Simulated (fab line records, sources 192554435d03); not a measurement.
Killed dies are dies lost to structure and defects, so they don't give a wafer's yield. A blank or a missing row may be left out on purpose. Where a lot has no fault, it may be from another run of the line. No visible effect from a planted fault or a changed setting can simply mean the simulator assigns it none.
Lot-split experiment | flow n5 finfet | on a route of 1938 steps: 7 lots, 21 wafers read

## SPLIT DETAILS
At N5_PMOS_HMC_CHANNEL_EPI_PEB_07 (peb time 60 s), the setting peb temp c was moved away from the recipe's 110 C on 5 of the 21 wafers read, by -1.5% to +2.8%. For the rest of the wafers, this setting stayed at what the recipe calls for.

## FROM SPLIT TO READING: 1 step shown by the file between the two
- N5_PMOS_HMC_CHANNEL_EPI_DEVELOP_08: develop time 30 s (also split here: develop time s)

## THE READING
cd nm (nm) at N5_PMOS_HMC_CHANNEL_EPI_CD_MEAS_09, where the cd target is 237.4 nm. Fault-free wafers of this fab line usually give 238.2 nm, standard deviation 0.86 nm.

wafer  | tool, chamber at the split | peb temp c as run, C | against the recipe | cd nm, nm | against lot-mates on the recipe
L074.1 | litho track-02, 0          | 110                  | recipe             | 237.2     | -
L074.2 | litho track-02, 0          | 110                  | recipe             | 238.1     | -
L074.5 | litho track-02, 0          | 110                  | recipe             | 237.9     | -
L082.2 | litho track-02, 0          | 110                  | recipe             | 238.1     | -
L082.5 | litho track-02, 0          | 110                  | recipe             | 239.0     | -
L082.6 | litho track-02, 0          | 110                  | recipe             | 237.8     | -
L084.4 | litho track-03, 0          | 110                  | recipe             | 238.3     | -
L084.5 | litho track-03, 0          | 110                  | recipe             | 239.7     | -
L084.6 | litho track-03, 0          | 110                  | recipe             | 238.6     | -
L086.1 | litho track-03, 0          | 112                  | +1.8%              | 243.6     | +6.4
L086.4 | litho track-03, 0          | 110                  | recipe             | 237.0     | -
L086.5 | litho track-03, 0          | 110                  | recipe             | 237.4     | -
L091.1 | litho track-03, 0          | 110                  | recipe             | 238.9     | -
L091.4 | litho track-03, 0          | 110                  | recipe             | 239.2     | -
L091.5 | litho track-03, 0          | 108.4                | -1.5%              | 233.8     | -5.2
L092.3 | litho track-02, 0          | 110                  | recipe             | 238.4     | -
L092.5 | litho track-02, 0          | 110                  | recipe             | 238.3     | -
L092.6 | litho track-02, 0          | 113.1                | +2.8%              | 245.8     | +7.4
L093.3 | litho track-03, 0          | 110                  | recipe             | 239.2     | -
L093.4 | litho track-03, 0          | 112.4                | +2.2%              | 245.4     | +6.2
L093.6 | litho track-03, 0          | 112.4                | +2.2%              | 245.5     | +6.3

THE FIT
A straight line over all 21 wafers: cd nm changes by +2.99 nm for each +1% of peb temp c; r = +0.97; the points scatter about the line by 0.74 nm.
The same after taking each lot's own level away (the mean of its wafers on the recipe; 21 wafers): +2.97 nm for each +1%; r = +0.99; scatter 0.52 nm.
On that fit, the largest move of peb temp c shifts the reading by 8.4 nm.
The lots' own levels span 237.20 to 239.20 nm, that is 2.3 times the standard deviation above.
The two slopes agree, so the slope changes little with the lot-to-lot level.
Check: with one of the wafers moved furthest among these (+2.8%) left out of the fit, the line predicts +8.77 nm for it against its lot-mates. Against them it came out at +7.45 nm.

## THESE WAFERS: OTHER SPLITS
Other splits were also applied to these wafers ahead of the reading. Each is held against what the fit with the lots' levels taken away leaves over:
other split on the same wafers                    | wafers away from the commonest value | r with cd nm (lot level and that fit taken away)
N5_PMOS_HMC_CHANNEL_EPI_DEVELOP_08 develop time s | 5                                    | +0.08

## THE WHOLE CHAIN: every reading that the file lists as answering this split, in the file's order
step                               | what it does                                                           | reading                                                                     | change (the file's fit)              | r (the file's)
N5_PMOS_HMC_CHANNEL_EPI_CD_MEAS_09 | target cd 237.4 nm                                                     | cd nm                                                                       | +2.97 nm for each +1% of the setting | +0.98
N5_PMOS_HMC_CHANNEL_EPI_DESCUM_14  | chemistry O2, time 7.9 s                                               | PMOS_HMC_CHANNEL_EPI.cd nm (the simulator's own value, which no gauge read) | +2.92 nm for each +1% of the setting | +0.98
N5_PMOS_HMC_CHANNEL_EPI_ETCH_32    | etches BARC in N2/H2, stops on SiO2, target depth 85.8 nm, time 50.3 s | PMOS_HMC_CHANNEL_EPI.cd nm (the simulator's own value, which no gauge read) | +2.82 nm for each +1% of the setting | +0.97

## FILE'S OWN FIT
cd nm changes by +2.97 nm for each +1% of peb temp c, r = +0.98.
